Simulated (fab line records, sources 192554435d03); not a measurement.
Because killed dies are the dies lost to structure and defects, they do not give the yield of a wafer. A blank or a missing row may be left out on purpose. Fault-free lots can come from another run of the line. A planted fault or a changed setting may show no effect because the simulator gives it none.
fab line records + flow n5Finfet
record
- lots=3
- wafers=9
- lastDay=17
route steps=1938 shown BEOL_M4@1099 BEOL_M5@1112 BEOL_M12@1653 PASSIVATION@1936
lots untouched by any fault: they come from a run of this same line in which no faults occurred
startH: the number of hours between the record's first day and the start of the first shown wafer of the lot + waitH: how many hours have passed since the lot's step before this one + " identical to the entry in the row above + L1.1+2: a single row standing in for several wafers + - value missing, or start not given + * or withheld: withheld + < > ~ a bound
route shown NAME@n: names a module that has steps shown in the file, with the first one's number in the route + usual: average and standard deviation across the fault-free wafers + same: alike in all rows + chamber/n: place in a boat + sites: readings site by site + _std_site: standard deviation across them + _edge_site: mean of outer sites minus mean of inner sites + radiusMm: for every site, how far away it sits from the centre of the wafer + mask NAME#n: copy n + behind: the last tool/chamber to shape the wafer + hold: why the lot was held/for how many hours/how that ended + device: the n, p or np transistor that did not switch + end of line: tests run on the same wafers once the route is complete + step lacking rows: just its recipe + killed: count of dies lost to structure and defects at first sort (not the wafer's yield) + map: a wafer's dies, marking killed ones x, the rest . and places with no die _
set.NAME: the setting as run; set.NAME@STEP: as run at that earlier step + model.NAME: the simulator's own value behind a step, which no gauge read
certain route steps with their lots: each step a table, each wafer a row
services: from which hour (startH, from the record's first day; less than 0 if before it) a tool's chamber was out of use, for how many hours, and why
## steps
# step N5_BEOL_M4_ANNEAL_95
# recipe
- tempC=400
- timeS=240
- ambient=vacuum
# step N5_BEOL_M4_SPUTTER_96
# recipe
- material=Cu
- targetThkA=45
- tempC=-20
- chamberPressurePa=0.07
- powerW=withheld
- timeS=8.29
# step N5_BEOL_M4_ECD_50
# recipe
- material=Cu
- targetThkA=3000
# step N5_BEOL_M4_ANNEAL_51
# recipe
- tempC=225
- timeS=90
- ambient=N2
# step N5_BEOL_M4_CMP_52
# recipe
- stopOn=SiOC
- tOverpolishS=6.8
- downForcePsi=1
- platenRpm=50
- clearingPlatenDownForcePsi=1.5
- clearingPlatenRpm=50
- postCmpClean=cuAlkaline
- targetThkNm=40
- clearingPlatenPadVelocityMS=0.99484
- padVelocityMS=0.99484
# step N5_BEOL_M4_PRE_CLEAN_60
# recipe
- gas=NH3/H2
- timeS=15
- tempC=*
- rfPowerW=300
# step N5_BEOL_M4_CO_CAP_55
# recipe
- material=Co
- targetThkA=20
- tempC=200
- precursor=CCTBA/H2
- pressureTorr=30
- timeS=102.1
# step N5_BEOL_M4_PRE_CLEAN_56
# recipe
- gas=NH3
- timeS=15
- tempC=withheld
- rfPowerW=300
# step N5_BEOL_M4_DEP_57
# recipe
- material=SiCN
- targetThkA=80
- tempC=withheld
- precursor=3MS/NH3
- pressureTorr=3
- rfW=202
- timeS=14
# step N5_BEOL_M4_RC_MEAS_101
# usual
- DIBL_N=36.3/1.6
- DIBL_P=36.4/1.8
- IOFF_N=0.163/0.027
- IOFF_P=0.22/0.033
- ION_N=673/9.8
- ION_P=461/6.7
- SS_N=71.5/0.58
- SS_P=73.4/0.67
- VT_N=249.4/2.9
- VT_P=-250/3.2
| lot.wafer | tool      | chamber | startH | waitH | DIBL_N[mV/V] | DIBL_P[mV/V] | IOFF_N[nA/um] | IOFF_P[nA/um] | ION_N[uA/um] | ION_P[uA/um] | SS_N[mV/dec] | SS_P[mV/dec] | VT_N[mV] | VT_P[mV] |
|-----------|-----------|---------|--------|-------|--------------|--------------|---------------|---------------|--------------|--------------|--------------|--------------|----------|----------|
| L237.2    | prober-01 | 0       | 275.84 | 0.2   | 35.9         | 37.3         | 0.151         | 0.23          | 675          | 466          | 71.1         | 73.4         | 248.8    | -247     |
| L237.4    | "         | 0       | "      | "     | 36.3         | 37.0         | 0.154         | 0.23          | 675          | 471          | 70.7         | 73.0         | 249.2    | -247     |
| L237.5    | "         | 0       | "      | "     | 36.7         | 37.0         | 0.166         | 0.24          | 675          | 468          | 70.9         | 73.1         | 250.9    | -246     |
| L242.2    | prober-01 | 0       | 306.00 | 0.2   | 34.4         | 33.8         | 0.134         | 0.19          | 674          | 458          | 71.6         | 72.2         | 252.2    | -251     |
| L242.4    | "         | 0       | "      | "     | 34.6         | 34.2         | 0.141         | 0.20          | 683          | 468          | 71.3         | 72.4         | 248.7    | -250     |
| L242.6    | "         | 0       | "      | "     | 34.2         | 33.3         | 0.127         | 0.18          | 670          | 465          | 71.2         | 72.5         | 255.4    | -253     |
| L243.2    | prober-02 | 0       | 306.91 | 0.2   | 38.5         | 36.6         | 0.150         | 0.20          | 672          | 457          | 71.9         | 73.2         | 252.8    | -253     |
| L243.5    | "         | 0       | "      | "     | 39.3         | 37.7         | 0.169         | 0.21          | 685          | 461          | 71.9         | 74.1         | 250.6    | -251     |
| L243.6    | "         | 0       | "      | "     | 39.6         | 37.7         | 0.165         | 0.22          | 672          | 463          | 71.7         | 74.0         | 252.2    | -252     |
# step N5_BEOL_M5_ILD_DEP_00
# recipe
- material=SiCOH_lowk
- targetThkA=1406.4
- tempC=300
- precursor=DEMS/porogen
- pressureTorr=5
- rfW=500
- timeS=25.9
# step N5_BEOL_M5_CURE_79
# recipe
- tempC=385
- timeS=240
- ambient=He/Ar
- material=SiCOH_lowk
# step N5_BEOL_M5_PECVD_70
# recipe
- material=SiO2
- targetThkA=160
- tempC=400
- precursor=TEOS/O2
- pressureTorr=5.5
- rfW=450
- teosFlowSccm=53.8
- gas=O2
- flowSccm=3000
- timeS=18
# step N5_BEOL_M5_HM_DEP_02
# recipe
- material=TiN
- targetThkA=200
- tempC=25
- chamberPressurePa=0.49996
# step N5_BEOL_M5_COAT_59
# recipe
- resist=SOC
- tempC=250
- timeS=60
- spinRpm=1500
- resistThkNm=60
# step N5_BEOL_M5_COAT_60
# recipe
- resist=SiARC
- tempC=220
- timeS=60
- spinRpm=1500
- resistThkNm=12
# step N5_BEOL_M5_COAT_71
# recipe
- resist=underlayer
- tempC=205
- timeS=60
- spinRpm=1500
- resistThkNm=5
# step N5_BEOL_M5_COAT_05
# recipe
- resist=CAR-EUV
- spinRpm=1500
- resistThkNm=30
# step N5_BEOL_M5_EBR_07
# recipe
- solvent=PGMEA
- ebrWidthMm=1.5
# step N5_BEOL_M5_SOFTBAKE_06
# recipe
- tempC=110
- timeS=60
- resist=CAR-EUV
# step N5_BEOL_M5_EXPOSE_08
# recipe
- maskId=M5
- na=0.33
- sourceShape=annular
- sigmaInner=0.4
- sigmaOuter=0.8
- polarization=unpolarized
- targetCdNm=28
- doseMj=35.75
# step N5_BEOL_M5_PEB_09
# recipe
- pebTempC=100
- pebTimeS=60
- resist=CAR-EUV
# step N5_BEOL_M5_DEVELOP_10
# recipe
- developTimeS=30
- developer=TMAH
- resist=CAR-EUV
- rinseLiquid=surfactantRinse
- dry=airSpin
- devTempC=23
# step N5_BEOL_M5_DESCUM_16
# recipe
- chemistry=O2
- timeS=7
- sourcePowerW=50
- biasPowerW=20
- pressureMtorr=20
- rfFrequencyHz=2.712e+07
- tempC=40
- resist=CAR-EUV
- o2FlowSccm=225
# step N5_BEOL_M5_ETCH_72
# recipe
- chemistry=N2/H2
- target=underlayer
- targetDepthA=65
- maskMaterial=CAR-EUV
- timeS=5.2
- ionEnergyEv=200
- pressureMtorr=30
- sourceW=840
- biasW=150
- n2FlowSccm=200
- h2FlowSccm=200
- ends=cleared
# step N5_BEOL_M5_ETCH_61
# recipe
- chemistry=CF4
- target=SiARC
- targetDepthA=156
- maskMaterial=CAR-EUV
- timeS=26
- ionEnergyEv=80
- pressureMtorr=40
- sourceW=545
- biasW=36
- Ar_flow_sccm=100
- cf4FlowSccm=100
- ends=cleared
# step N5_BEOL_M5_ETCH_62
# recipe
- chemistry=N2/H2
- target=SOC
- targetDepthA=750
- overetchA=150
- maskMaterial=SiARC
- tempC=40
- timeS=112.5
- ionEnergyEv=200
- pressureMtorr=30
- sourceW=840
- biasW=150
- n2FlowSccm=200
- h2FlowSccm=200
# step N5_BEOL_M5_STRIP_63
# recipe
- chemistry=N2/H2
- tempC=40
- n2FlowSccm=200
- h2FlowSccm=200
- rfFrequencyHz=6e+07
# step N5_BEOL_M5_STRIP_73
# recipe
- chemistry=N2/H2
- tempC=40
- n2FlowSccm=200
- h2FlowSccm=200
- rfFrequencyHz=6e+07
# step N5_BEOL_M5_STRIP_64
# recipe
- chemistry=CF4
- resist=SiARC
- powerW=300
- biasPowerW=75
- pressureMtorr=50
- cf4FlowSccm=150
- rfFrequencyHz=6e+07
# step N5_BEOL_M5_HM_OPEN_17
# recipe
- chemistry=Cl2/BCl3
- targetDepthA=200
- overetchA=60
- target=TiN
- maskMaterial=SOC
- ionEnergyEv=150
- pressureMtorr=10
- icpW=1000
- biasW=126
- Cl2_flow_sccm=53.25
- bcl3FlowSccm=21.75
- Ar_flow_sccm=25
# step N5_BEOL_M5_STRIP_19
# recipe
- chemistry=O2
- powerW=400
- tempC=40
- pressureMtorr=30
- rfFrequencyHz=6e+07
- biasPowerW=0
- overashFraction=0.2
- o2FlowSccm=225
# step N5_BEOL_M5_COAT_65
# recipe
- resist=SOC
- tempC=250
- timeS=60
- spinRpm=1500
- resistThkNm=60
# step N5_BEOL_M5_COAT_66
# recipe
- resist=SiARC
- tempC=220
- timeS=60
- spinRpm=1500
- resistThkNm=12
# step N5_BEOL_M12_CMP_49
# recipe
- stopOn=SiOC
- tOverpolishS=20.6
- downForcePsi=1
- platenRpm=50
- clearingPlatenDownForcePsi=1.5
- clearingPlatenRpm=50
- postCmpClean=cuAlkaline
- targetThkNm=320
- clearingPlatenPadVelocityMS=0.99484
- padVelocityMS=0.99484
# usual
- barrierFieldEndpointS=30.4/0.73
- headPressurePsi=1.0002/0.0021
- motorCurrentA=5.9/0.4
- overpolishRunS=20.599/0.0088
- padLifeWafers=787/420
| lot.wafer | tool   | chamber | startH | waitH | barrierFieldEndpointS | headPressurePsi | motorCurrentA | overpolishRunS | padLifeWafers |
|-----------|--------|---------|--------|-------|-----------------------|-----------------|---------------|----------------|---------------|
| L237.4    | cmp-01 | 2       | 353.02 | 0.1   | 62.5                  | 1.0018          | 5.7           | 3.726          | 534           |
| L237.2    | "      | 1       | "      | "     | 32.0                  | 1.0019          | 6.2           | 20.608         | 537           |
| L237.5    | "      | 3       | "      | "     | 31.1                  | 1.0012          | 6.5           | 20.606         | -             |
| L242.4    | cmp-03 | 2       | 385.10 | 0.1   | 30.9                  | 1.0031          | 5.5           | 20.612         | 1518          |
| L242.2    | "      | 3       | "      | "     | 30.2                  | 0.9967          | 6.3           | 20.591         | 1519          |
| L242.6    | "      | 2       | "      | "     | 30.3                  | 0.9982          | 5.5           | 20.586         | -             |
| L243.2    | cmp-03 | 0       | 385.80 | 0.3   | 30.1                  | 1.0014          | 5.8           | 20.603         | 1532          |
| L243.6    | "      | 2       | "      | "     | 31.1                  | 0.9991          | 5.3           | 20.603         | -             |
| L243.5    | "      | 3       | "      | "     | 29.7                  | 1.0021          | 6.2           | 20.591         | -             |
# step N5_BEOL_M12_THK_MEAS_50
# recipe
- thkMeasGauge=xrf
- reads=Cu_of_BEOL_M12_ECD_47
# usual
- M12_THK=317/5.2
| lot.wafer | tool         | chamber | startH | waitH | M12_THK[nm] |
|-----------|--------------|---------|--------|-------|-------------|
| L237.2    | filmMetro-02 | -       | 353.32 | -     | 320         |
| L237.4    | "            | -       | "      | "     | 594         |
| L237.5    | "            | -       | "      | "     | 314         |
| L242.2    | filmMetro-01 | -       | 385.39 | -     | 312         |
| L242.4    | "            | -       | "      | "     | 320         |
| L242.6    | "            | -       | "      | "     | 311         |
| L243.2    | filmMetro-01 | -       | 386.02 | -     | 314         |
| L243.5    | "            | -       | "      | "     | 321         |
| L243.6    | "            | -       | "      | "     | 312         |
# step N5_BEOL_M12_INSPECT_55
# recipe
- inspectInstrument=darkfield
- mode=postDep
# usual
- rawDefectCount=68/22
| lot.wafer | tool             | chamber | startH | waitH | rawDefectCount |
|-----------|------------------|---------|--------|-------|----------------|
| L237.2    | defectInspect-01 | -       | 353.47 | 0.0   | 41             |
| L237.4    | "                | -       | "      | "     | 4757           |
| L237.5    | "                | -       | "      | "     | 42             |
| L242.2    | defectInspect-01 | -       | 385.54 | 0.0   | 84             |
| L242.4    | "                | -       | "      | "     | 41             |
| L242.6    | "                | -       | "      | "     | 62             |
| L243.2    | defectInspect-01 | -       | 386.20 | 0.0   | 78             |
| L243.5    | "                | -       | "      | "     | 80             |
| L243.6    | "                | -       | "      | "     | 117            |
# step N5_PASSIVATION_PROBE_49
# usual
- defectLimitedYield=91.6/1.4
- killed_at_M0_to_M3=30/8.7
- killed_at_M4_up=14/5.4
- killedAtContacts=11/6.4
- killedAtFrontEnd=40/12
- killedAtOther=3/3.1
- killedDies=99/17
- killedOnRim=13/3.8
- killedOpen=64/12
- killedShort=33/8.1
- sort_bin_5_function=4.9/0.88
- sort_bin_6_memory=3.1/0.69
- sortNPass=1081/17
- sortYieldPct=91.6/1.4
# same
- grossDies=1180
- killedAtBackSide=0
- sort_bin_4_leakage[%]=0
- sort_bin_8_speed[%]=0
| lot.wafer | tool      | chamber | startH | waitH | defectLimitedYield[%] | killed_at_M0_to_M3 | killed_at_M4_up | killedAtContacts | killedAtFrontEnd | killedAtOther | killedDies | killedOnRim | killedOpen | killedShort | sort_bin_5_function[%] | sort_bin_6_memory[%] | sortNPass | sortYieldPct[%] |
|-----------|-----------|---------|--------|-------|-----------------------|--------------------|-----------------|------------------|------------------|---------------|------------|-------------|------------|-------------|------------------------|----------------------|-----------|-----------------|
| L237.2    | prober-02 | -       | 396.72 | 0.1   | 92.9                  | 17                 | 24              | 8                | 30               | 5             | 84         | 14          | 66         | 17          | 4.5                    | 2.5                  | 1096      | 92.9            |
| L237.4    | prober-02 | -       | 396.82 | 0.2   | 0                     | 26                 | 1104            | 10               | 37               | 3             | 1180       | 152         | 60         | 34          | 5.3                    | 2.5                  | 0         | 0               |
| L237.5    | prober-02 | -       | 396.87 | 0.2   | 92.5                  | 16                 | 22              | 4                | 47               | 0             | 89         | 7           | 57         | 32          | 4.2                    | 3.1                  | 1091      | 92.5            |
| L242.2    | prober-01 | -       | 417.64 | 0.1   | 92.5                  | 30                 | 13              | 5                | 40               | 0             | 88         | 9           | 57         | 30          | 4.7                    | 2.5                  | 1092      | 92.5            |
| L242.4    | prober-01 | -       | 417.74 | 0.2   | 92.2                  | 29                 | 22              | 8                | 31               | 2             | 92         | 18          | 62         | 28          | 3.8                    | 3.6                  | 1088      | 92.2            |
| L242.6    | prober-01 | -       | 417.84 | 0.3   | 92.3                  | 32                 | 9               | 5                | 43               | 2             | 91         | 9           | 55         | 34          | 4.7                    | 2.6                  | 1089      | 92.3            |
| L243.2    | prober-02 | -       | 417.64 | 0.1   | 91.6                  | 41                 | 18              | 6                | 30               | 4             | 99         | 14          | 76         | 22          | 4.4                    | 3.8                  | 1081      | 91.6            |
| L243.5    | prober-02 | -       | 417.79 | 0.2   | 91.4                  | 38                 | 12              | 12               | 36               | 4             | 102        | 13          | 67         | 30          | 4.7                    | 3.6                  | 1078      | 91.4            |
| L243.6    | prober-02 | -       | 417.84 | 0.3   | 91.4                  | 58                 | 11              | 3                | 28               | 1             | 101        | 11          | 70         | 29          | 5.4                    | 2.8                  | 1079      | 91.4            |
# killed by level:class
L237.2 BEOL_M4:geometricParticle:open=18 FIN_SAQP:geometricParticle:open=10 MOL_CONTACT_COAG:geometricParticle:open=8 STARTING-WAFER:geometricParticle:open=7 BEOL_M3:geometricParticle:open=5 FIN_SAQP:geometricParticle:short=4 BEOL_M1:geometricParticle:open=4 BEOL_M4:geometricParticle:short=3
L237.4 BEOL_M12:areaCmp=1084 BEOL_M4:geometricParticle:open=13 BEOL_M0_SAQP:geometricParticle:open=11 GATE_CUT:geometricParticle:open=7 MOL_CONTACT_COAG:geometricParticle:open=7 FIN_SAQP:geometricParticle:short=6 BEOL_M0_SAQP:geometricParticle:short=6 GATE_CUT:geometricParticle:short=5
L237.5 FIN_SAQP:geometricParticle:open=24 FIN_SAQP:geometricParticle:short=15 BEOL_M4:geometricParticle:open=14 BEOL_M4:geometricParticle:short=6 BEOL_M0_SAQP:geometricParticle:short=5 MOL_CONTACT_COAG:geometricParticle:open=3 BEOL_M0_SAQP:geometricParticle:open=3 BEOL_M1:geometricParticle:open=3
L242.2 FIN_SAQP:geometricParticle:open=12 BEOL_M0_SAQP:geometricParticle:short=10 BEOL_M0_SAQP:geometricParticle:open=10 STI_FIN_REVEAL:geometricParticle:open=9 BEOL_M4:geometricParticle:open=6 FIN_SAQP:geometricParticle:short=4 BEOL_M3:geometricParticle:open=4 DUMMY_GATE:geometricParticle:open=3
L243.2 STI_FIN_REVEAL:geometricParticle:open=13 BEOL_M0_SAQP:geometricParticle:open=13 BEOL_M0_SAQP:geometricParticle:short=9 BEOL_M2:geometricParticle:open=8 BEOL_M1:geometricParticle:open=6 MOL_CONTACT_COAG:geometricParticle:open=5 BEOL_M4:geometricParticle:open=5 FIN_SAQP:geometricParticle:open=4
L242.4 BEOL_M4:geometricParticle:open=16 BEOL_M0_SAQP:geometricParticle:short=13 FIN_SAQP:geometricParticle:open=11 BEOL_M0_SAQP:geometricParticle:open=10 MOL_CONTACT_COAG:geometricParticle:open=7 FIN_SAQP:geometricParticle:short=5 DUMMY_GATE:geometricParticle:open=4 BEOL_M3:geometricParticle:open=4
L243.5 BEOL_M0_SAQP:geometricParticle:open=10 MOL_CONTACT_COAG:geometricParticle:open=9 FIN_SAQP:geometricParticle:open=8 BEOL_M0_SAQP:geometricParticle:short=8 FIN_SAQP:geometricParticle:short=7 BEOL_M4:geometricParticle:open=7 STI_FIN_REVEAL:geometricParticle:open=5 BEOL_M0:geometricParticle:open=5
L242.6 FIN_SAQP:geometricParticle:open=15 FIN_SAQP:geometricParticle:short=10 BEOL_M0_SAQP:geometricParticle:short=10 BEOL_M0_SAQP:geometricParticle:open=8 GATE_CUT:geometricParticle:short=6 MOL_CONTACT_COAG:geometricParticle:open=5 BEOL_M1:geometricParticle:open=5 STI_FIN_REVEAL:geometricParticle:open=4
L243.6 BEOL_M0_SAQP:geometricParticle:open=17 BEOL_M0_SAQP:geometricParticle:short=15 FIN_SAQP:geometricParticle:open=7 BEOL_M1:geometricParticle:open=7 STI_FIN_REVEAL:geometricParticle:open=6 BEOL_M2:geometricParticle:open=5 BEOL_M3:geometricParticle:open=5 DUMMY_GATE:geometricParticle:open=4
# map L237.4 (x killed, . not)
_________________xxxxxxxxxxxx________________
______________xxxxxxxxxxxxxxxxxx_____________
___________xxxxxxxxxxxxxxxxxxxxxxxx__________
__________xxxxxxxxxxxxxxxxxxxxxxxxxx_________
________xxxxxxxxxxxxxxxxxxxxxxxxxxxxxx_______
_______xxxxxxxxxxxxxxxxxxxxxxxxxxxxxxxx______
______xxxxxxxxxxxxxxxxxxxxxxxxxxxxxxxxxx_____
_____xxxxxxxxxxxxxxxxxxxxxxxxxxxxxxxxxxxx____
____xxxxxxxxxxxxxxxxxxxxxxxxxxxxxxxxxxxxxx___
___xxxxxxxxxxxxxxxxxxxxxxxxxxxxxxxxxxxxxxxx__
___xxxxxxxxxxxxxxxxxxxxxxxxxxxxxxxxxxxxxxxx__
__xxxxxxxxxxxxxxxxxxxxxxxxxxxxxxxxxxxxxxxxxx_
__xxxxxxxxxxxxxxxxxxxxxxxxxxxxxxxxxxxxxxxxxx_
_xxxxxxxxxxxxxxxxxxxxxxxxxxxxxxxxxxxxxxxxxxxx
_xxxxxxxxxxxxxxxxxxxxxxxxxxxxxxxxxxxxxxxxxxxx
_xxxxxxxxxxxxxxxxxxxxxxxxxxxxxxxxxxxxxxxxxxxx
_xxxxxxxxxxxxxxxxxxxxxxxxxxxxxxxxxxxxxxxxxxxx
_xxxxxxxxxxxxxxxxxxxxxxxxxxxxxxxxxxxxxxxxxxxx
_xxxxxxxxxxxxxxxxxxxxxxxxxxxxxxxxxxxxxxxxxxxx
_xxxxxxxxxxxxxxxxxxxxxxxxxxxxxxxxxxxxxxxxxxxx
_xxxxxxxxxxxxxxxxxxxxxxxxxxxxxxxxxxxxxxxxxxxx
__xxxxxxxxxxxxxxxxxxxxxxxxxxxxxxxxxxxxxxxxxx_
__xxxxxxxxxxxxxxxxxxxxxxxxxxxxxxxxxxxxxxxxxx_
___xxxxxxxxxxxxxxxxxxxxxxxxxxxxxxxxxxxxxxxx__
___xxxxxxxxxxxxxxxxxxxxxxxxxxxxxxxxxxxxxxxx__
____xxxxxxxxxxxxxxxxxxxxxxxxxxxxxxxxxxxxxx___
_____xxxxxxxxxxxxxxxxxxxxxxxxxxxxxxxxxxxx____
______xxxxxxxxxxxxxxxxxxxxxxxxxxxxxxxxxx_____
_______xxxxxxxxxxxxxxxxxxxxxxxxxxxxxxxx______
________xxxxxxxxxxxxxxxxxxxxxxxxxxxxxx_______
__________xxxxxxxxxxxxxxxxxxxxxxxxxx_________
___________xxxxxxxxxxxxxxxxxxxxxxxx__________
______________xxxxxxxxxxxxxxxxxx_____________
_________________xxxxxxxxxxxx________________
# map L243.5 (x killed, . not)
_________________....x.......________________
______________..........x.....x._____________
___________.......x..x......x.....x__________
__________..x......................._________
________............x...x............._______
_______........x....x..x.....x.........______
______....x............................._____
_____........x....x....x..........x..xx..____
____x...x...........................x.....___
___.x...............x...........x.x..x.x..x__
___...........x.......x....x...x...........__
__.............................x.....x...x.._
__...........x..........x..............x...x_
_...............x......x........x......x.....
_......xx............x..................x....
_...............x.........x..............x..x
_..x........................x................
_..x.......x.x....................x..........
_....x...x.................................xx
_.......x........x..x...................x....
_..........x.......x...x..................x..
__.x........................................_
__................x...x..x...x.............._
___...........................x............__
___..x...x...........x................x....__
____..xx.........................xx.......___
_____........x.......................x...____
______..................x..............x_____
_______x..x............................______
________.....x................x...x..._______
__________........x...x....x........_________
___________.......x................__________
______________............x.x..._____________
_________________x...........________________
## services
| tool   | chamber | startH | hours | kind   |
|--------|---------|--------|-------|--------|
| cmp-03 | -       | 374.05 | 4.5   | pm     |
| cmp-01 | -       | 382.58 | 5.6   | repair |
## key
firstSign
- step=N5_BEOL_M12_CMP_49
- reading=overpolishRunS
- direction=down
- sigmas=99+
- usual=20.599
- struck=3.726
effect
- step=N5_BEOL_M12_CMP_49
- reading=barrierFieldEndpointS
- direction=up
- sigmas=44
- usual=30.4
- struck=62.5
effect
- step=N5_BEOL_M12_THK_MEAS_50
- reading=M12_THK
- direction=up
- sigmas=53
- usual=317
- struck=594
effect
- step=N5_BEOL_M12_INSPECT_55
- reading=rawDefectCount
- direction=up
- sigmas=99+
- usual=68
- struck=4757
effect
- step=N5_PASSIVATION_PROBE_49
- reading=killed_at_M4_up
- direction=up
- sigmas=99+
- usual=14
- struck=1104
moreKillsBornAt
- N5_BEOL_M12_CMP_49@cmp-01=1084
metAt N5_BEOL_M12_CMP_49
struckWafers L237.4
laterRowsLeftOut L237.4
fault
- kind=processParameterDrift
- tool=cmp-01
- chamber=-
- onsetH=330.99
- steps=N5_BEOL_M12_CMP_49
- channel=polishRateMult
- offset=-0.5
- shape=step
- endH=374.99
- scope=struckWafersOnly
# laterRowsLeftOut: the simulator's readings of these wafers behind a module that went badly wrong aren't trusted and aren't shown, but for the sort
